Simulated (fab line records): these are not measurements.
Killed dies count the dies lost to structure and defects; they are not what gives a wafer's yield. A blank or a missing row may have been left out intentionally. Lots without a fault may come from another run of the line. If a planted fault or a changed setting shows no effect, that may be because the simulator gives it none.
The same fault as seen by 3 desks	flow nand-harc	every desk sees just its own numbers, and what lay behind them comes last

## AT THE METROLOGY DESK
What the gauges read for every lot (on any tool): the sampled wafers with a number, averaged. The brackets show how far a lot's mean lies from the usual mean; more than 4 standard deviations puts the lot out of limits, marked OUT.
Columns: A = overlay-x-nm at NHARC_P_STI_OVL_MEAS_10, usual -1 nm; B = overlay-y-nm at NHARC_P_STI_OVL_MEAS_10, usual 0 nm
lot	first seen here	A	B
L181	day 2 21:52	7	-5
L182	day 2 22:01	-2	-7
L184	day 3 08:26	-1	-6
L187	day 4 04:53	-4	0
L190	day 4 22:55	-4	-5
L191	day 5 06:29	-10	-8
L192	day 5 13:10	2	7
L194	day 5 19:38	3	1
L193	day 5 19:48	0	4
L200	day 7 11:18	-4	1
L201	day 7 16:53	-2	-2
L202	day 8 04:56	6	8
L203	day 8 09:47	1	11
This desk found nothing out of limits on any of the 13 lots.

## AT THE TOOL OWNER'S DESK: furnace-06
The tool's own readings at NHARC_P_GATE_OXIDE_16 (material SiO2, target thk 3 nm, ox time 392 s): means of the sampled wafers that have a number, for each lot that ran on this tool. The brackets show how far a lot's mean lies from the usual mean; more than 4 standard deviations puts the lot out of limits, marked OUT.
Columns: A = spike-tc-lower-C at NHARC_P_GATE_OXIDE_16, usual 875.1 C; B = spike-tc-upper-C at NHARC_P_GATE_OXIDE_16, usual 876.1 C
lot	first seen here	A	B
L184	day 4 22:50	875.5	874.7
L190	day 6 13:43	875.6	875.7
L191	day 7 10:25	874.4	874.3
L192	day 7 10:25	875.7	874.5
L193	day 7 10:25	875.2	875.4
L194	day 7 10:25	875.3	875.1
This desk found nothing out of limits on any of the 6 lots.

## THE DEFECT DESK
What the inspections along the route counted, lot by lot: means of the sampled wafers that have a number. The brackets show how far a lot's mean lies from the usual mean; more than 4 standard deviations puts the lot out of limits, marked OUT.
Columns: A = raw-defect-count at NHARC_P_STI_INSPECT_25, usual 212; B = raw-defect-count at NHARC_P_GATE_INSPECT_28, usual 6.0
lot	first seen here	A	B
L181	day 4 06:12	183	5.3
L182	day 4 06:12	203	4.7
L184	day 4 11:29	249	6.3
L187	day 5 12:44	242	8.0
L190	day 6 02:07	330	6.0
L191	day 6 22:29	147	1253.7 (+99 or more) OUT
L194	day 6 22:29	199	1305.0 (+99 or more) OUT
L192	day 6 22:30	315	1282.7 (+99 or more) OUT
L193	day 6 22:31	212	1246.7 (+99 or more) OUT
L200	day 8 19:41	201	5.0
L201	day 8 19:41	262	6.0
L202	day 9 09:56	266	5.0
L203	day 9 09:58	195	8.0
This desk finds L191, L192, L193, L194 out of limits, L194 being first, at day 7 20:39 (raw-defect-count at NHARC_P_GATE_INSPECT_28). L181, L182, L184, L187, L190, L200, L201, L202, L203: within limits.

## BROUGHT TOGETHER
The defect desk could have raised an alarm at day 7 20:39, on L191, L192, L193, L194.
The metrology desk saw nothing out of limits.
The tool owner's desk saw nothing out of limits.
The metrology desk holds a record of L191, L192, L193, L194, inside its limits.
The tool owner's desk has L191, L192, L193, L194 on record, within its limits.
Of the lots named, all ran NHARC_P_GATE_OXIDE_16 on furnace-06.

## WHAT HAD BEEN PUT IN BY THE SIMULATOR
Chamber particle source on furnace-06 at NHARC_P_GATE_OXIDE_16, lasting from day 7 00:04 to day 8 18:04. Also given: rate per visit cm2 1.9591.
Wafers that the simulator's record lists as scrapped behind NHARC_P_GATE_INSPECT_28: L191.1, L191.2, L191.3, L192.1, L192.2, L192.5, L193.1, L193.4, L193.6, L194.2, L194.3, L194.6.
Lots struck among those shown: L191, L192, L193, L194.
Hours from the fault's start to each desk's first reading out of limits: the defect desk, 21.
